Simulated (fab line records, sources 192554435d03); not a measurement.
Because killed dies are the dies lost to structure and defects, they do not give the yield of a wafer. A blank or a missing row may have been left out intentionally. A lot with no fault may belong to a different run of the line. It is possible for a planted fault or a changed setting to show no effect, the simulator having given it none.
Matching of chambers	flow n5 finfet	N5_SD_EPI_P_ETCH_47 on rie diel-02 has 4 sister chambers
The step etches SiOCN in CH3F/O2, target depth 25 nm. 14 wafers are shown with their chamber, then 6 later ones without.

WAFERS WITH THEIR CHAMBER
wafer	chamber	showerhead plenum p Torr (Torr)	throttle valve pct (%)	drypump motor current A (A)
L613.1	3	1.97	16.48	5.7
L613.2	2	1.99	16.25	5.4
L613.6	0	2.06	16.47	5.4
L615.4	3	1.97	16.48	5.7
L615.5	0	2.05	16.48	5.4
L615.6	3	1.97	16.47	5.7
L618.2	1	1.91	16.02	6.0
L618.4	0	2.05	16.47	5.4
L618.5	0	2.05	16.49	5.4
L620.1	3	1.97	16.50	5.7
L620.3	0	2.05	16.51	5.5
L620.4	1	1.91	16.02	6.1
L623.1	0	2.05	16.54	5.4
L623.4	1	1.91	16.03	6.0

SIGNATURES (averages over the wafers above)
reading	chamber 0	chamber 1	chamber 2	chamber 3	scatter within a chamber
showerhead plenum p Torr	2.0517	1.9100	1.9900	1.9700	0.00289
throttle valve pct	16.4933	16.0233	16.2500	16.4825	0.0207
drypump motor current A	5.417	6.033	5.400	5.700	0.0387
Rule: a wafer lies at a distance from a chamber equal to the root of the sum of squares, over the readings, of (its reading less the chamber's mean, divided by the reading's scatter). The wafer belongs to the nearest chamber; if the next one is less than 2 further off, it can't be placed. The scatter: take each reading less its chamber's mean, square it, sum over the shown wafers, divide by the number of wafers less the number of chambers, and take the root.

WAFERS WHOSE CHAMBER IS MISSING
wafer	showerhead plenum p Torr (Torr)	throttle valve pct (%)	drypump motor current A (A)
L623.6	2.05	16.51	5.4
L629.2	2.04	16.56	5.4
L629.5	1.96	16.52	5.7
L629.6	1.98	16.31	5.5
L633.1	1.96	16.56	5.7
L633.6	1.90	16.05	6.0

THE CHAMBER EACH PASSED THROUGH
wafer	from the rows above	in truth
L623.6	0	0
L629.2	0	0
L629.5	3	3
L629.6	2	2
L633.1	3	3
L633.6	1	1
Correct placement for 6 of the 6. Left unplaced by these rows: 0. 0 placed wrongly.
